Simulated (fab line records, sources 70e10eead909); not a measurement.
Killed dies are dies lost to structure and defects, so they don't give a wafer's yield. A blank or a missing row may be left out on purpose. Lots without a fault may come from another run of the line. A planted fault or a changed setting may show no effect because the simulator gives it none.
Which tool did it? | flow nand_harc | 7 lots, 21 wafers sampled, at 1 step of a route of 1302

WHAT THE GAUGES READ, wafer by wafer
NHARC_A_BONDPAD_THK_MEAS_20: measures by xrf.
lot  | measured     | on            | thk_nm (nm)
L608 | day 24 02:56 | film_metro-01 | 169.6 173.0 169.3
L616 | day 25 23:48 | film_metro-02 | 169.7 168.8 169.8
L617 | day 26 23:19 | film_metro-01 | 168.9 170.3 170.2
L619 | day 27 11:22 | film_metro-02 | 170.3 170.4 170.5
L623 | day 29 04:52 | film_metro-02 | 169.4 169.3 170.9
L627 | day 31 01:27 | film_metro-02 | 170.2 169.6 171.8
L631 | day 33 03:47 | film_metro-02 | 168.1 169.6 169.0

WHICH TOOL RAN EACH LOT (tool, then ch and the chambers of the sampled wafers, then the start)
The record holds no process step before these readings.

THE ANSWER, worked out from the rows above alone
Rule: what is usual is taken from the lots themselves. Put in order of their means at a reading, lots are off if they are a third of the lots or fewer, leave a main group of 4 or more, and stand apart from it by a gap of 3 or more times the standard deviation of the main group's means; of several such gaps the widest counts. A main group whose means are all the same, to the digits that the tables above print for the reading, isn't used. A lot without any number at a reading at which 4 lots or more have one is off too. The other lots that the step has rows for count as sound.
No lot is off at any reading shown: from this, nothing can be told.

WHAT THE SIMULATOR HAD PUT IN
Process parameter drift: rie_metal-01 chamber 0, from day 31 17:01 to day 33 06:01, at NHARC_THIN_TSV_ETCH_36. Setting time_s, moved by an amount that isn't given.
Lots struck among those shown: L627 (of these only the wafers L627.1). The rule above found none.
